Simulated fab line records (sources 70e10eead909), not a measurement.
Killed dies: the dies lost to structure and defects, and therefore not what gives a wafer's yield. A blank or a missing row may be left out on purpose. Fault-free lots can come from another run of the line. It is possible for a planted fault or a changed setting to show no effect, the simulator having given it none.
Comparing a struck lot with a sound one | flow nand-harc | 15 out of 1159 route steps
Sound: these wafers, L216.1, L216.2, L216.5. Struck: wafer L229.2 (L229.4, L229.5, from the same lot, were not struck and are left out); the cause is given at the end.
At each step with rows: each side's tool, then ch and its chambers, then its first start. Under that, the readings that differ: sound wafers | struck wafers | difference of the means | sigmas: that difference in standard deviations of wafers without a fault.
alike: readings whose means differ by less than 2 such deviations, and words and numbers that are the same on both sides. not compared: withheld readings, readings that some wafer has no value for, bounds like >300 that may hide the same value, and numbers for which the record gives no deviation and whose values overlap.
Wherever a step has rows on one side only, a row that says differs or no value, or a row with sigmas, the two part there. Numbers that have no deviation but don't overlap get no sigmas and don't part them. A reading missing from all wafers of one side parts the sides only when that side holds two or more wafers.

NHARC_P_GATE_DESCUM_13: chemistry O2, time 3 s.
  sound on rie-diel-13 ch 1,2,3, day 5 15:40; struck on rie-diel-01 ch 0, day 8 21:11
  alike: drypump-motor-current-A, oes-product-au, rf-vpp-V, showerhead-plenum-p-Torr, throttle-valve-pct
  not compared: rf-hours-counter-h
then, 6 steps without rows for these wafers: NHARC_P_GATE_ETCH_14 (etches SiO2 in dHF, target depth 48.8 nm); NHARC_P_GATE_STRIP_15 (strips in SPM, time 780 s); NHARC_P_GATE_PRECLEAN_71 (cleans in SC1); NHARC_P_GATE_SRD_72; NHARC_P_GATE_OXIDE_16 (material SiO2, target thk 3 nm, ox time 392 s); NHARC_P_GATE_CVD_17 (deposits poly-Si, target thk 150 nm, time 900 s).
NHARC_P_GATE_HM_DEP_102: deposits aC, target thk 120 nm.
  sound on acl-dep-01 ch 0, day 6 07:46; struck on acl-dep-02 ch 0, day 9 09:27
  alike: throttle-valve-pct
NHARC_P_GATE_DEP_103: deposits SiON, target thk 30 nm.
  sound on pecvd-01 ch 0,1, day 6 08:27; struck on pecvd-03 ch 0, day 9 10:12
  reading            | sound       | struck | difference | sigmas
  heater-power-w (W) | 755 698 767 | 605    | -135       | -2
then, 3 steps without rows for these wafers: NHARC_P_GATE_DEHYDRATE_18 (time 120 s); NHARC_P_GATE_HMDS_19 (time 30 s); NHARC_P_GATE_COAT_20 (resist thk 90 nm).
NHARC_P_GATE_SOFTBAKE_21: time 55 s.
  sound on litho-track-06 ch 0, day 6 08:00; struck on litho-track-01 ch 0, day 9 10:00
  reading                  | sound                | struck | difference | sigmas
  heater-power-total-W (W) | 188.66 188.36 188.47 | 323.02 | +134.52    | +99 or more
then, 2 steps without rows for these wafers: NHARC_P_GATE_EBR_22; NHARC_END_SORT_01.

== WHERE THEY PART ==
Earliest at NHARC_P_GATE_DEP_103; latest, in this record, at NHARC_P_GATE_SOFTBAKE_21.

WHY: whatever the simulator had introduced
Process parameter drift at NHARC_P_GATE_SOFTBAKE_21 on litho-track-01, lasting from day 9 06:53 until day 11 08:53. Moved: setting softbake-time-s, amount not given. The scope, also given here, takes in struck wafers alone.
